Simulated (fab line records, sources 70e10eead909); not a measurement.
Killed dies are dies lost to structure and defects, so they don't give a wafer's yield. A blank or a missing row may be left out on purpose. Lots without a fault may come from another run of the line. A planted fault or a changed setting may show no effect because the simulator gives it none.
Tool commonality check | flow nand_harc | 12 lots, 39 wafers sampled

WHY IT WAS OPENED
At NHARC_P_GATE_CD_MEAS_91 the reading cd_nm is flagged on 1 of 12 lots. Wafers without a fault read 1999.8 nm, standard deviation 1.9.
Rule: a lot is flagged when every wafer of it that has a number lies more than 4 standard deviations from that mean, or none has a number. The other lots count as sound.

lot  | measured     | on        | cd_nm (nm), wafer by wafer                | flag
L712 | day 5 14:43  | cd_sem-01 | 1997.2 1996.8 1998.9                      |
L713 | day 6 04:25  | cd_sem-02 | 1996.8 1999.9 1995.7                      |
L714 | day 6 11:56  | cd_sem-01 | 2000.5 1996.7 1998.6                      |
L715 | day 6 22:24  | cd_sem-02 | 1997.8 1996.8 1999.5                      |
L716 | day 7 10:01  | cd_sem-01 | 1998.7 2001.1 2000.7                      |
L718 | day 8 12:38  | cd_sem-03 | 2004.8 2000.4 2003.2                      |
L721 | day 9 12:19  | cd_sem-02 | 1976.9 1976.7 1979.1 1976.3 1976.9 1979.7 | FLAGGED
L729 | day 12 15:35 | cd_sem-02 | 1999.4 2001.4 2003.6                      |
L730 | day 13 04:07 | cd_sem-02 | 1999.9 2000.7 2004.4                      |
L733 | day 14 04:50 | cd_sem-02 | 1997.8 1999.6 2000.3                      |
L734 | day 14 18:40 | cd_sem-01 | 1999.4 1999.9 1999.5                      |
L735 | day 15 02:22 | cd_sem-03 | 1999.0 2001.1 2001.5                      |
The numbers of the flagged lots are 1977.6 nm on average: -22.2 nm against the usual, or -12 standard deviations.

WHICH TOOL RAN EACH LOT
The record holds 1 process step before the reading, out of a route of 1302 steps. In each cell: the tool, then ch and the chambers that the sampled wafers went through, then the start.
lot  | flag    | NHARC_P_GATE_EXPOSE_88
L712 |         | krf_scanner-02 ch 0, day 5 14:34
L713 |         | krf_scanner-02 ch 0, day 6 04:15
L714 |         | krf_scanner-01 ch 0, day 6 11:47
L715 |         | krf_scanner-03 ch 0, day 6 22:14
L716 |         | krf_scanner-01 ch 0, day 7 09:52
L718 |         | krf_scanner-01 ch 0, day 8 12:28
L721 | FLAGGED | krf_scanner-01 ch 0, day 9 12:10
L729 |         | krf_scanner-02 ch 0, day 12 15:26
L730 |         | krf_scanner-03 ch 0, day 13 03:58
L733 |         | krf_scanner-01 ch 0, day 14 04:41
L734 |         | krf_scanner-03 ch 0, day 14 18:31
L735 |         | krf_scanner-03 ch 0, day 15 02:13
What these steps do:
- NHARC_P_GATE_EXPOSE_88: exposes mask P HVN, target cd 2000 nm.
- NHARC_P_GATE_CD_MEAS_91: target cd 2000 nm.

FLAGGED OVER TOTAL, TOOL BY TOOL (the gauges that took the reading come last)
step                    | tool           | lots run | flagged | share of the flagged lots | sound lots run after its first flagged lot
NHARC_P_GATE_EXPOSE_88  | krf_scanner-01 | 5        | 1       | all                       | 1 (L733)
NHARC_P_GATE_EXPOSE_88  | krf_scanner-02 | 3        | 0       | none                      | -
NHARC_P_GATE_EXPOSE_88  | krf_scanner-03 | 4        | 0       | none                      | -
NHARC_P_GATE_CD_MEAS_91 | cd_sem-01      | 4        | 0       | none                      | -
NHARC_P_GATE_CD_MEAS_91 | cd_sem-02      | 6        | 1       | all                       | 3 (L729,L730,L733)
NHARC_P_GATE_CD_MEAS_91 | cd_sem-03      | 2        | 0       | none                      | -

WHAT THE TABLE ALLOWS
2 rows of the table ran every flagged lot: krf_scanner-01 at NHARC_P_GATE_EXPOSE_88, cd_sem-02 at NHARC_P_GATE_CD_MEAS_91.
- krf_scanner-01 at NHARC_P_GATE_EXPOSE_88: 1 of its 5 lots flagged. Sound lots ran on it after the first flagged one (L733), which a lasting fault on the whole tool wouldn't allow.
- cd_sem-02 at NHARC_P_GATE_CD_MEAS_91: 1 of its 6 lots flagged. Sound lots ran on it after the first flagged one (L729, L730, L733), which a lasting fault on the whole tool wouldn't allow.
No row of the table ran every flagged lot and no sound lot after the first.

WHAT THE SIMULATOR HAD PUT IN
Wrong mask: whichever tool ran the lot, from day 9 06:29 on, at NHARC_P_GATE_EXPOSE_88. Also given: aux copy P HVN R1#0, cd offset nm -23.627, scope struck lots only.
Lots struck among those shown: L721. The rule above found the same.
